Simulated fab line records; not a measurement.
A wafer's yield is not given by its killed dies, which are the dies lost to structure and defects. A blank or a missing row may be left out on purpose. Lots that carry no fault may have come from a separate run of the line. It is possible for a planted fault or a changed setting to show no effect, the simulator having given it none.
Split-lot trial :: flow n5 finfet :: 7 lots, 21 wafers read, on a route of 1938 steps

## THE SPLIT ITSELF
At N5_BEOL_M2_COAT_76 (time 60 s, resist thk 5 nm), the setting spin rpm was moved away from the recipe's 1500 rpm on 9 of the 21 wafers read, by -4.1% to +10.3%. The other wafers ran this setting at the recipe's value.

## FROM THE SPLIT TO THE READING: what the file shows between them, 7 steps
- N5_BEOL_M2_COAT_22: resist thk 30 nm (also split here: spin rpm)
- N5_BEOL_M2_EBR_24
- N5_BEOL_M2_SOFTBAKE_23: time 60 s
- N5_BEOL_M2_EXPOSE_25: exposes mask V1, defocus 5 nm
- N5_BEOL_M2_PEB_26: peb time 60 s
- N5_BEOL_M2_DEVELOP_27: develop time 30 s
- N5_BEOL_M2_DESCUM_33: chemistry O2, time 7 s

## THE READING
etch.depth nm (the simulator's own value, which no gauge read), in nm, at N5_BEOL_M2_ETCH_77 (etches underlayer in N2/H2, target depth 6.5 nm, time 5.2 s). There is no usual value for it anywhere in the file. Across the 12 wafers here that went through the recipe, the average is 4.995 nm and the standard deviation 0.018 nm.

wafer: L077.1
tool, chamber at the split: litho track-01, 0
spin rpm as run, rpm: 1500
against the recipe: recipe
etch.depth nm, nm: 4.984
against lot-mates on the recipe: -

wafer: L077.2
tool, chamber at the split: litho track-01, 0
spin rpm as run, rpm: 1500
against the recipe: recipe
etch.depth nm, nm: 4.986
against lot-mates on the recipe: -

wafer: L077.5
tool, chamber at the split: litho track-01, 0
spin rpm as run, rpm: 1630
against the recipe: +8.7%
etch.depth nm, nm: 4.779
against lot-mates on the recipe: -0.206

wafer: L078.1
tool, chamber at the split: litho track-02, 0
spin rpm as run, rpm: 1500
against the recipe: recipe
etch.depth nm, nm: 5.013
against lot-mates on the recipe: -

wafer: L078.2
tool, chamber at the split: litho track-02, 0
spin rpm as run, rpm: 1500
against the recipe: recipe
etch.depth nm, nm: 5.013
against lot-mates on the recipe: -

wafer: L078.4
tool, chamber at the split: litho track-02, 0
spin rpm as run, rpm: 1500
against the recipe: recipe
etch.depth nm, nm: 5.018
against lot-mates on the recipe: -

wafer: L079.2
tool, chamber at the split: litho track-01, 0
spin rpm as run, rpm: 1438
against the recipe: -4.1%
etch.depth nm, nm: 5.083
against lot-mates on the recipe: +0.098

wafer: L079.5
tool, chamber at the split: litho track-01, 0
spin rpm as run, rpm: 1500
against the recipe: recipe
etch.depth nm, nm: 4.982
against lot-mates on the recipe: -

wafer: L079.6
tool, chamber at the split: litho track-01, 0
spin rpm as run, rpm: 1500
against the recipe: recipe
etch.depth nm, nm: 4.989
against lot-mates on the recipe: -

wafer: L080.3
tool, chamber at the split: litho track-01, 0
spin rpm as run, rpm: 1604
against the recipe: +6.9%
etch.depth nm, nm: 4.828
against lot-mates on the recipe: -0.174

wafer: L080.4
tool, chamber at the split: litho track-01, 0
spin rpm as run, rpm: 1500
against the recipe: recipe
etch.depth nm, nm: 5.002
against lot-mates on the recipe: -

wafer: L080.6
tool, chamber at the split: litho track-01, 0
spin rpm as run, rpm: 1604
against the recipe: +6.9%
etch.depth nm, nm: 4.817
against lot-mates on the recipe: -0.185

wafer: L085.2
tool, chamber at the split: litho track-02, 0
spin rpm as run, rpm: 1655
against the recipe: +10.3%
etch.depth nm, nm: 4.733
against lot-mates on the recipe: -0.256

wafer: L085.5
tool, chamber at the split: litho track-02, 0
spin rpm as run, rpm: 1500
against the recipe: recipe
etch.depth nm, nm: 4.989
against lot-mates on the recipe: -

wafer: L085.6
tool, chamber at the split: litho track-02, 0
spin rpm as run, rpm: 1655
against the recipe: +10.3%
etch.depth nm, nm: 4.739
against lot-mates on the recipe: -0.250

wafer: L092.3
tool, chamber at the split: litho track-01, 0
spin rpm as run, rpm: 1555
against the recipe: +3.7%
etch.depth nm, nm: 4.884
against lot-mates on the recipe: -0.068

wafer: L092.4
tool, chamber at the split: litho track-01, 0
spin rpm as run, rpm: 1555
against the recipe: +3.7%
etch.depth nm, nm: 4.889
against lot-mates on the recipe: -0.063

wafer: L092.6
tool, chamber at the split: litho track-01, 0
spin rpm as run, rpm: 1500
against the recipe: recipe
etch.depth nm, nm: 4.952
against lot-mates on the recipe: -

wafer: L094.2
tool, chamber at the split: litho track-01, 0
spin rpm as run, rpm: 1500
against the recipe: recipe
etch.depth nm, nm: 5.001
against lot-mates on the recipe: -

wafer: L094.3
tool, chamber at the split: litho track-01, 0
spin rpm as run, rpm: 1500
against the recipe: recipe
etch.depth nm, nm: 5.016
against lot-mates on the recipe: -

wafer: L094.6
tool, chamber at the split: litho track-01, 0
spin rpm as run, rpm: 1588
against the recipe: +5.9%
etch.depth nm, nm: 4.866
against lot-mates on the recipe: -0.143

FIT RESULTS
A straight line over all 21 wafers: etch.depth nm changes by -0.0247 nm for each +1% of spin rpm; r = -0.99; the points scatter about the line by 0.016 nm.
The same after taking each lot's own level away (the mean of its wafers on the recipe; 21 wafers): -0.0244 nm for each +1%; r = -1.00; scatter 0.0092 nm.
On that fit, the largest move of spin rpm shifts the reading by 0.25 nm.
From 4.9520 to 5.0147 nm: that is the span of the lots' own levels, equal to 3.4 times the standard deviation above.
So the lot-to-lot level changes the slope little: the two slopes agree.
Check: with one of the wafers moved furthest among these (+10.3%) left out of the fit, the line predicts -0.249 nm for it against its lot-mates. It came out at -0.256 nm against them.

## THESE WAFERS: OTHER SPLITS
Other splits were also applied to these wafers ahead of the reading. Each is held against what the fit with the lots' levels taken away leaves over:
other split on the same wafers: N5_BEOL_M1_DESCUM_33 time s
wafers away from the commonest value: 8
r with etch.depth nm (lot level and that fit taken away): -0.06

other split on the same wafers: N5_BEOL_M1_TRENCH_ETCH_37 time s
wafers away from the commonest value: 10
r with etch.depth nm (lot level and that fit taken away): +0.33

other split on the same wafers: N5_BEOL_M2_COAT_22 spin rpm
wafers away from the commonest value: 6
r with etch.depth nm (lot level and that fit taken away): -0.44

## THE FILE'S OWN FIT
etch.depth nm changes by -0.0241 nm for each +1% of spin rpm, r = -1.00.
